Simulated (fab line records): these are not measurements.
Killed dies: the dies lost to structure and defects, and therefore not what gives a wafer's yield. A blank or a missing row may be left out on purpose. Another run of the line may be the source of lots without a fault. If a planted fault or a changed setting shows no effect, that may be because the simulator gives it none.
Chamber matching ; flow nand harc ; NHARC_A_CONTACT_DEP_85 on pecvd-04: 3 sister chambers
The step deposits SiON, target thk 50 nm. 6 wafers are shown with their chamber, then 10 later ones without.

## WAFERS WITH THEIR CHAMBER
wafer;chamber;heater power w (W)
L086.6;1;873
L086.2;2;657
L086.4;0;708
L086.5;2;661
L089.1;1;842
L089.2;0;827

## WAFERS WHOSE CHAMBER IS MISSING
wafer;heater power w (W)
L089.5;801
L092.1;796
L092.3;724
L092.5;799
L094.2;794
L094.3;949
L094.4;807
L095.2;806
L095.4;791
L095.5;956

## WHICH CHAMBER EACH WENT THROUGH
wafer;from the rows above;in truth
L089.5;can't be placed: 0 or 1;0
L092.1;can't be placed: 0 or 1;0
L092.3;can't be placed: 0 or 2 or 1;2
L092.5;can't be placed: 0 or 1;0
L094.2;can't be placed: 0 or 1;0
L094.3;can't be placed: 1 or 0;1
L094.4;can't be placed: 0 or 1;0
L095.2;can't be placed: 0 or 1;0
L095.4;can't be placed: 0 or 1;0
L095.5;can't be placed: 1 or 0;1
Correctly placed: 0 of 10. Cannot be placed on the basis of these rows: 10; the candidates contain the true chamber in 10. Number placed wrongly: 0.
How it was worked out, from the rows above alone: a wafer's distance from a chamber is the root of the sum, over the readings, of the square of ((its reading less the chamber's mean) divided by the reading's scatter). If the next closest chamber is less than 2 further off than the closest, the wafer can't be placed; otherwise it belongs to the closest. For every chamber, the mean is computed from those of its wafers that are shown. How the scatter is found: for the shown wafers, subtract from each reading the mean of its chamber, square and add these, divide the total by (wafers less chambers), then take the root.
